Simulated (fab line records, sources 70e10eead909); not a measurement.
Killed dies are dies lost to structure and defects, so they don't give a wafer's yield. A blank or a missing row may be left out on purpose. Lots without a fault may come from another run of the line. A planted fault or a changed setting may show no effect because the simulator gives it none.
Problem report in the 8D (eight disciplines) form, filled by code | flow nand_harc | the parts of the form that need people (team, actions taken, sign-off) are left out

1. THE PROBLEM
rf_fwd_power_W at NHARC_A_CONTACT_DEP_29 reads a mean of 292.4 W on 1 wafer of 1 lot; wafers without a fault read 348.6 W with a standard deviation of 1.2. That is -47 standard deviations from the usual mean.
The step: deposits SiON, target thk 70 nm.
First seen on wafer L355.5, day 17 14:42, on pecvd-03. The record holds 39 wafers of 13 lots with a number at this step. Rule for "out", or "out of limits": more than 4 standard deviations from the usual mean. The other wafers with a number count as sound.

2. WHAT IT IS AND WHAT IT IS NOT
question                    | is                | is not
which readings at this step | rf_fwd_power_W    | heater_power_outer_w, heater_power_w
which lots                  | L355              | L350, L352, L353, L354, L363, L366, L368, L369, L370, L371, L372, L373
which wafers of those lots  | L355.5            | L355.3, L355.6
read on which tools         | pecvd-03          | pecvd-01, pecvd-04
when                        | from day 17 14:42 | up to then (14 sound wafers); but 24 sound wafers of L363, L366, L368, L369, L370, L371, L372, L373 came after

3. SUSPECTS, AND WHAT RULES EACH OUT
Counting: a tool at a process step up to the reading stays a suspect if it ran every lot that is out. Sound lots after the first of them don't rule it out here, since some wafers of a struck lot are sound.
- rie_metal-01 at NHARC_A_WL_FILL_ETCHBACK_17 (etches the open film in Cl2/BCl3, target depth 4 nm, time 26.7 s): kept. It ran the lot that is out, L355 (day 16 20:02).
- acl_dep-02 at NHARC_A_CONTACT_DEP_28 (deposits aC, target thk 3600 nm): kept. It ran the lot that is out, L355 (day 17 13:11); its last sound lot up to then is L352 (day 16 23:21).
- pecvd-03 at NHARC_A_CONTACT_DEP_29 (deposits SiON, target thk 70 nm): kept. It ran the lot that is out, L355 (day 17 14:42); its last sound lot up to then is L354 (day 16 21:20). Its own readings are out on those wafers: rf_fwd_power_W.
- Within rie_metal-01 at NHARC_A_WL_FILL_ETCHBACK_17: the wafers that are out ran in chamber 1; their sound lot-mates ran in chamber 0.
- Within pecvd-03 at NHARC_A_CONTACT_DEP_29: the wafers that are out ran in chamber 0; their sound lot-mates ran in chamber 2.
Left after counting: rie_metal-01 at NHARC_A_WL_FILL_ETCHBACK_17, acl_dep-02 at NHARC_A_CONTACT_DEP_28, pecvd-03 at NHARC_A_CONTACT_DEP_29.

4. THE CAUSE (what the simulator had put in)
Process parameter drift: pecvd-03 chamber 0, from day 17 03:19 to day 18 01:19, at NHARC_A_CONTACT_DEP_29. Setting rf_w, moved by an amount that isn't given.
Counting left 3 suspects, and this tool is among them.

5. THE CHAIN OF EFFECTS, in route order
Each row: a reading whose mean over the struck wafers that have a number lies more than 3 standard deviations from the usual. Only readings for which the record gives a usual standard deviation are gone through. hours: the time from each lot's start at the first step in this table that gives one to its start at this step, as a median over the lots. sigmas: the change in usual standard deviations.
hours | step                   | reading        | usual   | on struck wafers | change | sigmas
0     | NHARC_A_CONTACT_DEP_29 | rf_fwd_power_W | 348.6 W | 292.4            | -56.2  | -47
The process steps in it:
- NHARC_A_CONTACT_DEP_29: deposits SiON, target thk 70 nm.

6. WHAT WOULD HAVE CAUGHT IT SOONER
In this record the first reading out of limits was taken at day 17 14:42, 11 hours after the fault began at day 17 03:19.
